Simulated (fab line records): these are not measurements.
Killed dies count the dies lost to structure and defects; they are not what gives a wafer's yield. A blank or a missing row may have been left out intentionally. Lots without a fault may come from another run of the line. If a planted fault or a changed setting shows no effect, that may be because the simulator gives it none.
Lot-split experiment | flow n5Finfet | 39 wafers read from 7 lots, route of 1938 steps

## ABOUT THE SPLIT
At N5_BEOL_M9_CVD_78 (deposits Co from CCTBA/H2, target thk 2 nm, time 138.9 s), the setting targetThkA was moved away from the recipe's 20 angstrom on 15 of the 39 wafers read, by -55.0% to +49.4%. For the rest of the wafers, this setting stayed at what the recipe calls for.

The reading is taken at the split's own step.

## THE READING
Co_of_BEOL_M9_CVD_78.thkNm (the simulator's own value, which no gauge read), in nm, at N5_BEOL_M9_CVD_78 (deposits Co from CCTBA/H2, target thk 2 nm, time 138.9 s). The file gives no usual value for it. Across the 24 wafers here that went through the recipe, the average is 2.0 nm and the standard deviation 0.11 nm.

wafer  | tool, chamber at the split | targetThkA as run, angstrom | against the recipe | Co_of_BEOL_M9_CVD_78.thkNm, nm | against lot-mates on the recipe
L074.1 | cvdCo-01, 1,0,1            | 20                          | recipe             | 2                              | -
L074.2 | cvdCo-01, 1,0,1            | 20                          | recipe             | 2                              | -
L074.6 | cvdCo-01, 1,0,1            | 20                          | recipe             | 2                              | -
L075.1 | cvdCo-01, 2                | 20                          | recipe             | 2                              | -
L075.4 | cvdCo-01, 2                | 20                          | recipe             | 2                              | -
L075.2 | cvdCo-01, 1                | 11.64                       | -41.8%             | 1.2                            | -0.9
L075.3 | cvdCo-01, 0                | 20                          | recipe             | 2.2                            | -
L075.5 | cvdCo-01, 1,0              | 11.64                       | -41.8%             | 1.4                            | -0.7
L075.6 | cvdCo-01, 1,0              | 11.64                       | -41.8%             | 1.4                            | -0.7
L076.1 | cvdCo-02, 0,1,2            | 20                          | recipe             | 1.8                            | -
L076.2 | cvdCo-02, 0,1,2            | 20                          | recipe             | 1.8                            | -
L076.3 | cvdCo-02, 0,1,2            | 20                          | recipe             | 1.8                            | -
L076.4 | cvdCo-02, 1,2,0            | 26.2                        | +31.0%             | 2.4                            | +0.6
L076.5 | cvdCo-02, 1,2,0            | 26.2                        | +31.0%             | 2.4                            | +0.6
L076.6 | cvdCo-02, 1,2,0            | 26.2                        | +31.0%             | 2.4                            | +0.6
L080.1 | cvdCo-01, 2                | 20                          | recipe             | 1.8                            | -
L080.2 | cvdCo-01, 0,1              | 20                          | recipe             | 2                              | -
L080.4 | cvdCo-01, 0,1              | 20                          | recipe             | 2                              | -
L080.3 | cvdCo-01, 1,2              | 12.14                       | -39.3%             | 1                              | -0.9
L080.5 | cvdCo-01, 1,2              | 12.14                       | -39.3%             | 1                              | -0.9
L080.6 | cvdCo-01, 0                | 12.14                       | -39.3%             | 1.2                            | -0.7
L085.1 | cvdCo-02, 2,1,2            | 20                          | recipe             | 2                              | -
L085.2 | cvdCo-02, 2,1,2            | 20                          | recipe             | 2                              | -
L085.5 | cvdCo-02, 2,1,2            | 20                          | recipe             | 2                              | -
L085.3 | cvdCo-02, 0                | 9.006                       | -55.0%             | 1                              | -1.0
L085.6 | cvdCo-02, 0                | 9.006                       | -55.0%             | 1                              | -1.0
L085.4 | cvdCo-02, 1                | 9.006                       | -55.0%             | 0.8                            | -1.2
L093.1 | cvdCo-02, 0,2,1,2          | 20                          | recipe             | 2                              | -
L093.2 | cvdCo-02, 0,2,1,2          | 20                          | recipe             | 2                              | -
L093.5 | cvdCo-02, 0,2,1,2          | 20                          | recipe             | 2                              | -
L093.6 | cvdCo-02, 0,2,1,2          | 20                          | recipe             | 2                              | -
L093.3 | cvdCo-02, 1,0              | 20                          | recipe             | 1.8                            | -
L093.4 | cvdCo-02, 1,0              | 20                          | recipe             | 1.8                            | -
L095.1 | cvdCo-02, 1,0              | 20                          | recipe             | 2                              | -
L095.5 | cvdCo-02, 1,0              | 20                          | recipe             | 2                              | -
L095.2 | cvdCo-02, 0                | 29.88                       | +49.4%             | 2.8                            | +0.7
L095.3 | cvdCo-02, 2                | 29.88                       | +49.4%             | 3                              | +0.9
L095.6 | cvdCo-02, 2                | 29.88                       | +49.4%             | 3                              | +0.9
L095.4 | cvdCo-02, 1                | 20                          | recipe             | 2.2                            | -
If several chambers appear in one row, that row covers several wafers at once and the file leaves open which wafer was in which chamber.

THE FIT
A straight line over all 39 wafers: Co_of_BEOL_M9_CVD_78.thkNm changes by +0.0184 nm for each +1% of targetThkA; r = +0.97; the points scatter about the line by 0.13 nm.
The same after taking each lot's own level away (the mean of its wafers on the recipe; 39 wafers): +0.019 nm for each +1%; r = +0.99; scatter 0.091 nm.
On that fit, the largest move of targetThkA shifts the reading by 1 nm.
The span of the lots' own levels, 1.80 to 2.07 nm, comes to 2.4 times the standard deviation stated above.
So the lot-to-lot level changes the slope little: the two slopes agree.
Check: -1.06 nm against its lot-mates is what the line predicts for one of the wafers moved furthest among these (-55.0%) when that wafer is left out of the fit. Against them it came out at -1 nm.

## ADDITIONAL SPLITS CARRIED BY THESE WAFERS
Other splits were also applied to these wafers ahead of the reading. Each is held against what the fit with the lots' levels taken away leaves over:
other split on the same wafers      | wafers away from the commonest value | r with Co_of_BEOL_M9_CVD_78.thkNm (lot level and that fit taken away)
N5_BEOL_M3_VIA_ETCH_34 timeS        | 18                                   | -0.05
N5_BEOL_M5_VIA_ETCH_34 targetDepthA | 12                                   | -0.02

## THE FILE'S OWN FIT
Co_of_BEOL_M9_CVD_78.thkNm changes by +0.019 nm for each +1% of targetThkA, r = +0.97.
